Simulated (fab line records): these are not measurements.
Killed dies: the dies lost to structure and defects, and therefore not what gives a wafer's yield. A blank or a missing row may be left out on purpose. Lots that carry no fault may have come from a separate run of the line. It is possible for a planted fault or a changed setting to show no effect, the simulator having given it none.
Which tool is to blame?    flow nand_harc    22 lots with 66 wafers sampled at 2 steps, on a route of 1302 steps

## WHAT THE GAUGES SHOWED, per wafer
NHARC_A_CONTACT_CD_MEAS_53.
lot   measured      on         cd_nm (nm)
L076  day 22 00:32  cd_sem-01  290.4 289.7 289.5
L075  day 22 04:29  cd_sem-02  288.9 288.7 288.4
L074  day 22 05:55  cd_sem-03  289.1 290.0 289.4
L077  day 22 23:10  cd_sem-02  288.4 289.0 289.5
L078  day 22 23:26  cd_sem-03  290.2 289.5 290.4
L080  day 23 11:37  cd_sem-01  288.6 289.7 288.6
L079  day 23 13:40  cd_sem-01  289.8 289.5 290.0
L084  day 25 07:22  cd_sem-02  291.5 290.3 290.3
L082  day 25 08:40  cd_sem-02  289.1 290.0 290.0
L083  day 25 11:06  cd_sem-01  290.8 289.9 289.6
L085  day 26 08:50  cd_sem-01  290.0 291.0 290.3
L086  day 26 12:18  cd_sem-02  290.0 289.2 289.8
L087  day 26 13:06  cd_sem-02  288.2 288.4 288.6
L088  day 27 07:43  cd_sem-03  290.1 289.7 289.9
L089  day 27 08:05  cd_sem-03  289.5 289.6 290.2
L090  day 28 18:18  cd_sem-03  291.7 290.4 290.4
L091  day 29 04:17  cd_sem-03  288.8 288.6 288.9
L093  day 29 12:05  cd_sem-02  290.1 290.1 290.1
L094  day 29 12:13  cd_sem-03  289.5 289.6 290.2
L092  day 29 15:11  cd_sem-01  289.4 289.6 289.7
L095  day 30 12:01  cd_sem-02  290.1 289.3 289.9
L096  day 30 12:52  cd_sem-02  289.5 290.7 289.0

## WHAT TOOL EACH LOT RAN ON (gives the tool, then ch and the chambers of the sampled wafers, and finally the start)
lot   NHARC_A_CONTACT_ETCH_50
L076  rie_diel-11 ch 0,2, day 22 00:32 or earlier
L075  rie_diel-02 ch 0,2,3, day 22 04:29 or earlier
L074  rie_diel-02 ch 0,1,2, day 22 05:55 or earlier
L077  rie_diel-11 ch 1,2, day 22 23:10 or earlier
L078  rie_diel-02 ch 1,2, day 22 23:26 or earlier
L080  rie_diel-09 ch 0,1,3, day 23 11:37 or earlier
L079  rie_diel-11 ch 1,3, day 23 13:40 or earlier
L084  rie_diel-11 ch 1,2,3, day 25 07:22 or earlier
L082  rie_diel-09 ch 0,2, day 25 08:40 or earlier
L083  rie_diel-11 ch 1,2,3, day 25 11:06 or earlier
L085  rie_diel-11 ch 1,3, day 26 08:50 or earlier
L086  rie_diel-11 ch 0,1,2, day 26 12:18 or earlier
L087  rie_diel-02 ch 1,2,3, day 26 13:06 or earlier
L088  rie_diel-02 ch 0,1,3, day 27 07:43 or earlier
L089  rie_diel-09 ch 0,2,3, day 27 08:05 or earlier
L090  rie_diel-11 ch 2,3, day 28 18:18 or earlier
L091  rie_diel-11 ch 1,2,3, day 29 04:17 or earlier
L093  rie_diel-02 ch 1,2,3, day 29 12:05 or earlier
L094  rie_diel-11 ch 0,1,2, day 29 12:13 or earlier
L092  rie_diel-11 ch 0,1,3, day 29 15:11 or earlier
L095  rie_diel-11 ch 0,1, day 30 12:01 or earlier
L096  rie_diel-11 ch 0,2,3, day 30 12:52 or earlier
- NHARC_A_CONTACT_ETCH_50: etches the open film in CF4/CHF3, target depth 121 nm, time 60.5 s.

## AS READ BY THE TOOLS THEMSELVES (means over the sampled wafers that have a number; for cases with no such wafer, the mark the record gives instead)
NHARC_A_CONTACT_ETCH_50.
lot   tool         cf4_flow_sccm (sccm)  chamber_pressure_mTorr (mTorr)  drypump_motor_current_A (A)  oes_product_au (a.u.)  rf_vpp_V (V)  showerhead_plenum_p_Torr (Torr)  throttle_valve_pct (%)
L076  rie_diel-11  99.8                  25.005                          5.5                          0.961                  371.6         1.61                             16.798
L075  rie_diel-02  100.1                 25.021                          5.8                          0.924                  370.3         1.59                             16.800
L074  rie_diel-02  100.1                 24.963                          6.2                          0.926                  371.8         1.62                             16.801
L077  rie_diel-11  100.3                 25.023                          5.7                          0.961                  374.0         1.67                             16.799
L078  rie_diel-02  100.0                 24.991                          6.1                          0.925                  371.3         1.59                             16.801
L080  rie_diel-09  100.0                 25.013                          5.7                          0.959                  370.7         1.59                             16.807
L079  rie_diel-11  99.9                  25.012                          5.7                          0.971                  374.4         1.70                             16.800
L084  rie_diel-11  99.8                  25.009                          5.7                          0.964                  373.9         1.67                             16.808
L082  rie_diel-09  99.8                  24.990                          5.4                          0.913                  374.4         1.68                             16.794
L083  rie_diel-11  100.1                 25.000                          5.7                          0.974                  373.5         1.67                             16.800
L085  rie_diel-11  99.7                  25.017                          5.8                          0.919                  374.7         1.69                             16.806
L086  rie_diel-11  100.1                 25.003                          5.7                          0.915                  372.8         1.64                             16.796
L087  rie_diel-02  99.9                  24.989                          5.6                          0.969                  370.6         1.56                             16.806
L088  rie_diel-02  100.1                 25.006                          6.0                          0.943                  370.1         1.58                             16.796
L089  rie_diel-09  99.7                  24.996                          5.3                          0.921                  373.3         1.63                             16.802
L090  rie_diel-11  100.0                 24.988                          5.8                          0.978                  374.1         1.66                             16.798
L091  rie_diel-11  99.9                  25.003                          5.7                          0.937                  373.3         1.66                             16.808
L093  rie_diel-02  99.9                  24.992                          5.6                          0.922                  370.4         1.55                             16.803
L094  rie_diel-11  100.1                 24.994                          5.6                          0.941                  372.4         1.64                             16.802
L092  rie_diel-11  100.2                 25.021                          5.6                          0.951                  374.6         1.66                             16.796
L095  rie_diel-11  99.9                  25.023                          5.7                          0.960                  372.9         1.66                             16.812
L096  rie_diel-11  100.1                 24.984                          5.7                          0.954                  372.5         1.63                             16.809

## THE ANSWER, worked out from the rows above alone
Rule: the lots themselves supply what counts as usual. Put in order of their means at a reading, lots are off if they are a third of the lots or fewer, leave a main group of 4 or more, and stand apart from it by a gap of 3 or more times the standard deviation of the main group's means; of several such gaps the widest counts. The tables above print the reading to a certain number of digits; a main group whose means all agree to those digits is not used. Also off: a lot with no number at a reading for which 4 or more lots have one. The other lots that the step has rows for count as sound. After the gauges, taken in route order, come the tools' own readings; for these a lot's mean is taken, as printed above. The first step at which some lot is off is used, and at that step the reading that is off furthest; a lot without a number counts as furthest.
No lot is off on any of the readings shown, so nothing can be concluded from this.

## WHAT THE SIMULATOR HAD PUT IN
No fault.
